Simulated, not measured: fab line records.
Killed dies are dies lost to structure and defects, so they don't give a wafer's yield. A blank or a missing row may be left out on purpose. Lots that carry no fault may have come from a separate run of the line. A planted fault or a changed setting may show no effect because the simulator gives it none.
Chamber matching + flow n5Finfet + N5_BEOL_M3_ALD_84 on aldMetal-02 has 4 sister chambers
The step deposits TaN, pulse time 2 s, purge time 3 s, co reactant purge time 2 s. 7 wafers are shown with their chamber, then 8 later ones without.

WAFERS PAIRED WITH THEIR CHAMBERS
| wafer  | chamber | heaterPowerW (W) |
|--------|---------|------------------|
| L076.5 | 2       | 368              |
| L079.1 | 2       | 367              |
| L079.3 | 3       | 357              |
| L090.3 | 0       | 454              |
| L090.4 | 1       | 470              |
| L090.6 | 1       | 458              |
| L094.2 | 0       | 462              |

WAFERS WITH NO CHAMBER GIVEN
| wafer  | heaterPowerW (W) |
|--------|------------------|
| L094.4 | 359              |
| L094.5 | 349              |
| L096.1 | 354              |
| L096.4 | 451              |
| L096.5 | 348              |
| L097.1 | 360              |
| L097.5 | 451              |
| L097.6 | 366              |

WHICH CHAMBER EACH ONE RAN IN
| wafer  | from the rows above     | in truth |
|--------|-------------------------|----------|
| L094.4 | can't be placed: 3 or 2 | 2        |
| L094.5 | can't be placed: 3 or 2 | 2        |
| L096.1 | can't be placed: 3 or 2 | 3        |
| L096.4 | can't be placed: 0 or 1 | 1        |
| L096.5 | can't be placed: 3 or 2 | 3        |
| L097.1 | can't be placed: 3 or 2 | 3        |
| L097.5 | can't be placed: 0 or 1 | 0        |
| L097.6 | can't be placed: 2 or 3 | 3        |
Correct placement for 0 of the 8. These rows do not allow placing 8 (true chamber among the candidates in 8). Wrongly placed: 0.
How it was worked out, from the rows above alone: a wafer's distance from a chamber is the root of the sum, over the readings, of the square of ((its reading less the chamber's mean) divided by the reading's scatter). The wafer belongs to the nearest chamber; if the next one is less than 2 further off, it can't be placed. A chamber's mean is the mean of its shown wafers. The scatter is the square root of a quotient: the sum, over the shown wafers, of each reading's squared deviation from its chamber's mean, divided by wafers minus chambers.
